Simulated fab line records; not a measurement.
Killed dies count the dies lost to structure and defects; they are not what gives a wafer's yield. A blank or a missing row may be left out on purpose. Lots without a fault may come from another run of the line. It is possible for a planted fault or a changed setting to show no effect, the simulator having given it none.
Chamber matching :: flow n5-finfet :: 3 sister chambers for N5_BEOL_M10_CURE_71 on uv-cure-02
The step cures SiCOH lowk, time 240 s. 22 wafers are shown with their chamber, then 11 later ones without.

== WAFERS WITH THEIR CHAMBER ==
wafer: L074.1
chamber: 2
wafer_temp_C_max: 386.0
lamp-power-pct (%): 52.28

wafer: L074.4
chamber: 2
wafer_temp_C_max: 385.8
lamp-power-pct (%): 52.35

wafer: L074.5
chamber: 2
wafer_temp_C_max: 386.2
lamp-power-pct (%): 52.23

wafer: L076.2
chamber: 2
wafer_temp_C_max: 386.7
lamp-power-pct (%): 52.34

wafer: L076.4
chamber: 2
wafer_temp_C_max: 386.1
lamp-power-pct (%): 52.28

wafer: L076.6
chamber: 2
wafer_temp_C_max: 385.7
lamp-power-pct (%): 52.32

wafer: L078.2
chamber: 1
wafer_temp_C_max: 386.3
lamp-power-pct (%): 52.42

wafer: L078.3
chamber: 1
wafer_temp_C_max: 386.1
lamp-power-pct (%): 52.25

wafer: L078.4
chamber: 1
wafer_temp_C_max: 386.0
lamp-power-pct (%): 52.32

wafer: L081.3
chamber: 1
wafer_temp_C_max: 386.2
lamp-power-pct (%): 52.33

wafer: L081.4
chamber: 1
wafer_temp_C_max: 386.8
lamp-power-pct (%): 52.39

wafer: L081.6
chamber: 1
wafer_temp_C_max: 385.9
lamp-power-pct (%): 52.33

wafer: L084.1
chamber: 0
wafer_temp_C_max: 386.8
lamp-power-pct (%): 52.37

wafer: L084.5
chamber: 0
wafer_temp_C_max: 387.0
lamp-power-pct (%): 52.33

wafer: L084.6
chamber: 0
wafer_temp_C_max: 386.9
lamp-power-pct (%): 52.33

wafer: L089.1
chamber: 1
wafer_temp_C_max: 386.7
lamp-power-pct (%): 52.30

wafer: L089.2
chamber: 1
wafer_temp_C_max: 386.3
lamp-power-pct (%): 52.23

wafer: L089.3
chamber: 1
wafer_temp_C_max: 386.3
lamp-power-pct (%): 52.14

wafer: L090.2
chamber: 2
wafer_temp_C_max: 386.1
lamp-power-pct (%): 52.21

wafer: L090.3
chamber: 2
wafer_temp_C_max: 386.4
lamp-power-pct (%): 52.32

wafer: L090.4
chamber: 2
wafer_temp_C_max: 386.1
lamp-power-pct (%): 52.31

wafer: L091.2
chamber: 1
wafer_temp_C_max: 386.4
lamp-power-pct (%): 52.22

SIGNATURES (averages over the wafers above)
reading: wafer_temp_C_max
chamber 0: 386.900
chamber 1: 386.300
chamber 2: 386.122
scatter within a chamber: 0.277

reading: lamp-power-pct
chamber 0: 52.3433
chamber 1: 52.2930
chamber 2: 52.2933
scatter within a chamber: 0.0661
Rule: for a wafer and a chamber, the distance is found by dividing, reading by reading, the gap between the wafer's reading and the chamber's mean by the reading's scatter, squaring, summing and taking the root. The wafer belongs to the nearest chamber; if the next one is less than 2 further off, it can't be placed. The scatter: take each reading less its chamber's mean, square it, sum over the shown wafers, divide by the number of wafers less the number of chambers, and take the root.

== WAFERS WITH NO CHAMBER GIVEN ==
wafer: L091.3
wafer_temp_C_max: 385.9
lamp-power-pct (%): 52.28

wafer: L091.5
wafer_temp_C_max: 386.3
lamp-power-pct (%): 52.30

wafer: L092.2
wafer_temp_C_max: 385.9
lamp-power-pct (%): 52.43

wafer: L092.4
wafer_temp_C_max: 386.2
lamp-power-pct (%): 52.24

wafer: L092.6
wafer_temp_C_max: 386.2
lamp-power-pct (%): 52.38

wafer: L094.2
wafer_temp_C_max: 386.5
lamp-power-pct (%): 52.25

wafer: L094.3
wafer_temp_C_max: 386.3
lamp-power-pct (%): 52.32

wafer: L094.4
wafer_temp_C_max: 385.4
lamp-power-pct (%): 52.30

wafer: L095.1
wafer_temp_C_max: 386.6
lamp-power-pct (%): 52.37

wafer: L095.3
wafer_temp_C_max: 387.8
lamp-power-pct (%): 52.27

wafer: L095.5
wafer_temp_C_max: 386.8
lamp-power-pct (%): 52.26

== WHICH CHAMBER EACH WENT THROUGH ==
wafer: L091.3
from the rows above: can't be placed: 2 or 1
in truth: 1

wafer: L091.5
from the rows above: can't be placed: 1 or 2
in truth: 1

wafer: L092.2
from the rows above: can't be placed: 2 or 1 or 0
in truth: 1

wafer: L092.4
from the rows above: can't be placed: 2 or 1
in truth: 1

wafer: L092.6
from the rows above: can't be placed: 2 or 1 or 0
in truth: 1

wafer: L094.2
from the rows above: can't be placed: 1 or 2 or 0
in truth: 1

wafer: L094.3
from the rows above: can't be placed: 1 or 2 or 0
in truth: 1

wafer: L094.4
from the rows above: can't be placed: 2 or 1
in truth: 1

wafer: L095.1
from the rows above: can't be placed: 0 or 1 or 2
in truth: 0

wafer: L095.3
from the rows above: can't be placed: 0 or 1
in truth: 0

wafer: L095.5
from the rows above: can't be placed: 0 or 1 or 2
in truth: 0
Placed correctly: 0 of 11. Can't be placed from these rows: 11 (the true chamber is among the candidates in 11). Wrongly placed: 0.
